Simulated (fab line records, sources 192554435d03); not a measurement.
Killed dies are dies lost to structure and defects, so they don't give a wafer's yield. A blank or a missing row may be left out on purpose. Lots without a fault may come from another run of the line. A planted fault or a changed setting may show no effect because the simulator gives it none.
Chamber matching | flow n5_finfet | N5_BEOL_M0_ETCH_109 on rie_diel-04: 4 sister chambers
The step etches SiCN in CH3F/O2, target depth 8 nm, overetch 2.4 nm, time 27.4 s. 4 wafers are shown with their chamber, then 7 later ones without.

WAFERS WITH THEIR CHAMBER
wafer  | chamber | showerhead_plenum_p_Torr (Torr)
L084.2 | 0       | 1.95
L088.1 | 3       | 2.02
L088.5 | 1       | 2.06
L087.4 | 2       | 2.11

WAFERS WITHOUT THEIR CHAMBER
wafer  | showerhead_plenum_p_Torr (Torr)
L087.5 | 2.06
L092.1 | 2.01
L092.4 | 2.01
L092.6 | 2.11
L095.1 | 2.01
L095.2 | 2.11
L095.5 | 1.95

WHICH CHAMBER EACH WENT THROUGH
wafer  | from the rows above | in truth
L087.5 | 1                   | 1
L092.1 | 3                   | 3
L092.4 | 3                   | 3
L092.6 | 2                   | 2
L095.1 | 3                   | 3
L095.2 | 2                   | 2
L095.5 | 0                   | 0
Placed correctly: 7 of 7. Can't be placed from these rows: 0. Placed wrongly: 0.
How it was worked out, from the rows above alone: a wafer's distance from a chamber is the root of the sum, over the readings, of the square of ((its reading less the chamber's mean) divided by the reading's scatter). The wafer belongs to the nearest chamber; if the next one is less than 2 further off, it can't be placed. A chamber's mean is the mean of its shown wafers. The scatter: with one shown wafer a chamber, the root of the mean of the squares of how far each hidden wafer lies from its nearest shown one.
